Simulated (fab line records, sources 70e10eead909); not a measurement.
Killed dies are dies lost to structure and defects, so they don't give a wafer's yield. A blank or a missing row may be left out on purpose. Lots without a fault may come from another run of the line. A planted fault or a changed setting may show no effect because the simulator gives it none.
A struck lot beside a sound one | flow nand_harc | 21 steps out of a route of 1302
Sound: wafers L720.3, L720.4, L720.5. Struck: wafers L734.1, L734.2, L734.3. The cause comes at the end.
At each step with rows: each side's tool, then ch and its chambers, then its first start. Under that, the readings that differ: sound wafers | struck wafers | difference of the means | sigmas: that difference in standard deviations of wafers without a fault.
alike: readings whose means differ by less than 2 such deviations, and words and numbers that are the same on both sides. not compared: withheld readings, readings that some wafer has no value for, bounds like >300 that may hide the same value, and numbers for which the record gives no deviation and whose values overlap.
The two part at a step that has a row with sigmas, a row that says differs or no value, or rows on one side only. Numbers that don't overlap but have no deviation are shown without sigmas and don't part them. A reading that every wafer of one side lacks parts them only if that side has two wafers or more.

first, 5 steps without rows for these wafers: NHARC_P_GATE_STRIP_15 (strips in SPM, time 780 s); NHARC_P_GATE_PRECLEAN_71 (cleans in SC1); NHARC_P_GATE_SRD_72; NHARC_P_GATE_OXIDE_16 (material SiO2, target thk 3 nm, ox time 392 s); NHARC_P_GATE_CVD_17 (deposits poly-Si, target thk 150 nm, time 900 s).
NHARC_P_GATE_HM_DEP_102: deposits aC, target thk 120 nm.
  sound on acl_dep-01 ch 0, day 5 06:26; struck on acl_dep-01 ch 0, day 11 01:20
  alike: throttle_valve_pct
NHARC_P_GATE_DEP_103: deposits SiON, target thk 30 nm.
  sound on pecvd-04 ch 0,1,2, day 5 06:56; struck on pecvd-02 ch 0,1,2, day 11 02:00
  alike: heater_power_w
then, 5 steps without rows for these wafers: NHARC_P_GATE_DEHYDRATE_18 (time 120 s); NHARC_P_GATE_HMDS_19 (time 30 s); NHARC_P_GATE_COAT_20 (resist thk 90 nm); NHARC_P_GATE_SOFTBAKE_21 (time 55 s); NHARC_P_GATE_EBR_22.
NHARC_P_GATE_EXPOSE_23: exposes mask P GATE, target cd 120 nm.
  sound on arfi_scanner-02 ch 0, day 5 07:26; struck on arfi_scanner-02 ch 0, day 11 02:26
  reading              | sound             | struck            | difference | sigmas
  exposure_dose_mJ_cm2 | 93.87 94.01 93.89 | 91.91 91.97 91.94 | -1.98      | -22
  alike: mask
then, 2 steps without rows for these wafers: NHARC_P_GATE_PEB_24 (peb time 65 s); NHARC_P_GATE_DEVELOP_25 (develop time 35 s).
NHARC_P_GATE_CD_MEAS_26: target cd 120 nm.
  sound on cd_sem-03 ch 0, day 5 07:34; struck on cd_sem-03 ch 0, day 11 02:34
  reading    | sound             | struck            | difference | sigmas
  cd_nm (nm) | 120.9 120.2 119.6 | 122.0 121.9 122.7 | +2.0       | +3
NHARC_P_GATE_OVL_MEAS_27:
  sound on overlay-02, day 5 07:39; struck on overlay-01, day 11 02:39
  alike: overlay_x_nm, overlay_y_nm
NHARC_P_GATE_INSPECT_28:
  sound on defect_inspect-01, day 5 07:41; struck on defect_inspect-01, day 11 02:41
  alike: raw_defect_count
NHARC_P_GATE_DESCUM_31: chemistry O2, time 3 s.
  sound on rie_diel-12 ch 0,2, day 5 07:45; struck on rie_diel-02 ch 0,1,2, day 11 02:45
  reading                 | sound             | struck            | difference | sigmas
  model.P_GATE.cd_nm (nm) | 120.7 121.2 119.8 | 121.5 121.5 122.1 | +1.1       |
  alike: drypump_motor_current_A, o2_flow_sccm, oes_product_au, rf_vpp_V, showerhead_plenum_p_Torr, throttle_valve_pct
  not compared: rf_hours_counter_h
NHARC_P_GATE_ETCH_104: etches the open film in CF4/CHF3, target depth 60 nm.
  sound on rie_diel-12 ch 1,3, day 5 07:50; struck on rie_diel-02 ch 1,2,3, day 11 02:50
  reading                 | sound             | struck            | difference | sigmas
  model.P_GATE.cd_nm (nm) | 120.8 121.1 119.8 | 121.8 121.9 122.6 | +1.5       |
  alike: bias_w, drypump_motor_current_A, oes_product_au, rf_vpp_V, showerhead_plenum_p_Torr, throttle_valve_pct
NHARC_P_GATE_HM_OPEN_105: chemistry O2/COS, target depth 360 nm.
  sound on rie_diel-12 ch 0,1; struck on rie_diel-02 ch 0,2,3
  alike: bias_w, drypump_motor_current_A, o2_flow_sccm, oes_product_au, rf_vpp_V, showerhead_plenum_p_Torr, throttle_valve_pct
  not compared: rf_hours_counter_h

WHERE THEY PART
First at NHARC_P_GATE_EXPOSE_23; last, within this record, at NHARC_P_GATE_CD_MEAS_26. Later steps at which nothing parts them and some readings are alike: NHARC_P_GATE_OVL_MEAS_27, NHARC_P_GATE_INSPECT_28, NHARC_P_GATE_DESCUM_31, NHARC_P_GATE_ETCH_104, NHARC_P_GATE_HM_OPEN_105.

WHY: what the simulator had put in
Process parameter drift: arfi_scanner-02, from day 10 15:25 on, at NHARC_P_GATE_EXPOSE_23. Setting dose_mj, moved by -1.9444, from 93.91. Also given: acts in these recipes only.
